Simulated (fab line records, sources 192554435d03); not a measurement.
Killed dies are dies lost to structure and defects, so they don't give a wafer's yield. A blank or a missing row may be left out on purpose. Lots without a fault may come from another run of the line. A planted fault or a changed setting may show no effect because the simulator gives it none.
Chamber matching | flow n5_finfet | N5_BEOL_M10_DESCUM_16 on rie_diel-04: 3 sister chambers
The step chemistry O2, time 7.9 s. 16 wafers are shown with their chamber, then 6 later ones without.

WAFERS WITH THEIR CHAMBER
wafer  | chamber | showerhead_plenum_p_Torr (Torr) | drypump_motor_current_A (A) | throttle_valve_pct (%)
L077.1 | 2       | 2.15                            | 5.5                         | 21.00
L077.2 | 0       | 2.21                            | 6.4                         | 20.34
L077.5 | 1       | 2.09                            | 5.3                         | 20.14
L076.1 | 1       | 2.09                            | 5.3                         | 20.14
L076.2 | 0       | 2.21                            | 6.4                         | 20.35
L076.4 | 2       | 2.15                            | 5.5                         | 21.00
L079.3 | 1       | 2.09                            | 5.3                         | 20.16
L079.5 | 0       | 2.21                            | 6.4                         | 20.35
L079.6 | 1       | 2.09                            | 5.3                         | 20.15
L080.3 | 0       | 2.21                            | 6.4                         | 20.36
L080.5 | 1       | 2.09                            | 5.3                         | 20.14
L080.6 | 2       | 2.15                            | 5.5                         | 21.00
L083.1 | 2       | 2.15                            | 5.5                         | 21.01
L083.4 | 1       | 2.09                            | 5.3                         | 20.17
L083.6 | 0       | 2.21                            | 6.4                         | 20.37
L086.1 | 2       | 2.14                            | 5.4                         | 20.62

SIGNATURES (means of the wafers above)
reading                  | chamber 0 | chamber 1 | chamber 2 | scatter within a chamber
showerhead_plenum_p_Torr | 2.2100    | 2.0900    | 2.1480    | 0.00248
drypump_motor_current_A  | 6.400     | 5.300     | 5.480     | 0.0248
throttle_valve_pct       | 20.3540   | 20.1500   | 20.9260   | 0.0955
Rule: a wafer's distance from a chamber is the root of the sum, over the readings, of the square of ((its reading less the chamber's mean) divided by the reading's scatter). The wafer belongs to the nearest chamber; if the next one is less than 2 further off, it can't be placed. The scatter: the root of (the sum of the squares of (reading less its chamber's mean) over the shown wafers, divided by (wafers less chambers)).

WAFERS WITHOUT THEIR CHAMBER
wafer  | showerhead_plenum_p_Torr (Torr) | drypump_motor_current_A (A) | throttle_valve_pct (%)
L086.4 | 2.08                            | 5.3                         | 20.18
L086.6 | 2.08                            | 5.3                         | 20.17
L087.2 | 2.14                            | 5.4                         | 20.63
L087.5 | 2.14                            | 5.4                         | 20.65
L094.4 | 2.20                            | 6.4                         | 20.40
L094.5 | 2.07                            | 5.3                         | 20.22

WHICH CHAMBER EACH WENT THROUGH
wafer  | from the rows above | in truth
L086.4 | 1                   | 1
L086.6 | 1                   | 1
L087.2 | 2                   | 2
L087.5 | 2                   | 2
L094.4 | 0                   | 0
L094.5 | 1                   | 1
Placed correctly: 6 of 6. Can't be placed from these rows: 0. Placed wrongly: 0.
